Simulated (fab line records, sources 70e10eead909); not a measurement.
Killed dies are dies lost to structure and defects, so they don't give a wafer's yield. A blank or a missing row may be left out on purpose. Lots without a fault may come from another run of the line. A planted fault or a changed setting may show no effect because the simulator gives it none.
Which tool did it? | flow nand_harc | 6 lots, 18 wafers sampled, at 2 steps of a route of 1159

WHAT THE GAUGES READ, wafer by wafer
NHARC_HYBRID_BOND_OVL_MEAS_05.
lot  | measured     | on         | overlay_x_nm (nm)
L531 | day 18 20:03 | overlay-02 | -42 48 -19
L533 | day 19 00:32 | overlay-01 | -44 -20 21
L530 | day 19 07:27 | overlay-02 | 6 27 25
L536 | day 21 06:53 | overlay-02 | -43 10 -52
L543 | day 22 15:22 | overlay-01 | 15 -17 -2
L544 | day 23 07:16 | overlay-01 | 3 -29 12

WHICH TOOL RAN EACH LOT (tool, then ch and the chambers of the sampled wafers, then the start)
lot  | NHARC_A_CONTACT_ETCH_122
L531 | har_cap_etch-01 ch 1, day 16 21:04
L533 | har_cap_etch-02 ch 0,1, day 17 03:34
L530 | har_cap_etch-01 ch 0, day 17 09:12
L536 | har_cap_etch-01 ch 0,1, day 18 20:36
L543 | har_cap_etch-01 ch 0,1, day 20 14:29
L544 | har_cap_etch-01 ch 0,1, day 21 00:14
- NHARC_A_CONTACT_ETCH_122: etches the open film in C4F8/O2/Ar, time 95 s, target depth 930 nm.

THE ANSWER, worked out from the rows above alone
Rule: what is usual is taken from the lots themselves. Put in order of their means at a reading, lots are off if they are a third of the lots or fewer, leave a main group of 4 or more, and stand apart from it by a gap of 3 or more times the standard deviation of the main group's means; of several such gaps the widest counts. A main group whose means are all the same, to the digits that the tables above print for the reading, isn't used. A lot without any number at a reading at which 4 lots or more have one is off too. The other lots that the step has rows for count as sound.
No lot is off at any reading shown: from this, nothing can be told.

WHAT THE SIMULATOR HAD PUT IN
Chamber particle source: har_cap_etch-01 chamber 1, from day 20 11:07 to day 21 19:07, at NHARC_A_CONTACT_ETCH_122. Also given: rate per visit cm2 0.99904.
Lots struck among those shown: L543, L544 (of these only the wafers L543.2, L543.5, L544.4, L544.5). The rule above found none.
